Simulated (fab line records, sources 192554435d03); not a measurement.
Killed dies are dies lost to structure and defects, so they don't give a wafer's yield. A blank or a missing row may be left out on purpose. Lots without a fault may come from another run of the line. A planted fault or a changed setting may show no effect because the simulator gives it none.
Chamber matching | flow n5_finfet | N5_DUMMY_GATE_ETCH_42 on rie_diel-04: 4 sister chambers
The step etches SiO2 in CHF3/O2, target depth 3.5 nm, time 31 s. 4 wafers are shown with their chamber, then 8 later ones without.

WAFERS WITH THEIR CHAMBER
wafer  | chamber | showerhead_plenum_p_Torr (Torr)
L083.2 | 2       | 2.50
L087.4 | 1       | 2.40
L087.6 | 3       | 2.51
L088.2 | 0       | 2.36

WAFERS WITHOUT THEIR CHAMBER
wafer  | showerhead_plenum_p_Torr (Torr)
L088.3 | 2.51
L088.5 | 2.40
L094.4 | 2.51
L094.5 | 2.36
L094.6 | 2.51
L097.1 | 2.50
L097.4 | 2.49
L097.5 | 2.50

WHICH CHAMBER EACH WENT THROUGH
wafer  | from the rows above | in truth
L088.3 | 3                   | 3
L088.5 | 1                   | 1
L094.4 | 3                   | 3
L094.5 | 0                   | 0
L094.6 | 3                   | 3
L097.1 | 2                   | 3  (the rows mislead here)
L097.4 | 2                   | 2
L097.5 | 2                   | 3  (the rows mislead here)
Placed correctly: 6 of 8. Can't be placed from these rows: 0. Placed wrongly: 2.
How it was worked out, from the rows above alone: a wafer's distance from a chamber is the root of the sum, over the readings, of the square of ((its reading less the chamber's mean) divided by the reading's scatter). The wafer belongs to the nearest chamber; if the next one is less than 2 further off, it can't be placed. A chamber's mean is the mean of its shown wafers. The scatter: with one shown wafer a chamber, the root of the mean of the squares of how far each hidden wafer lies from its nearest shown one.
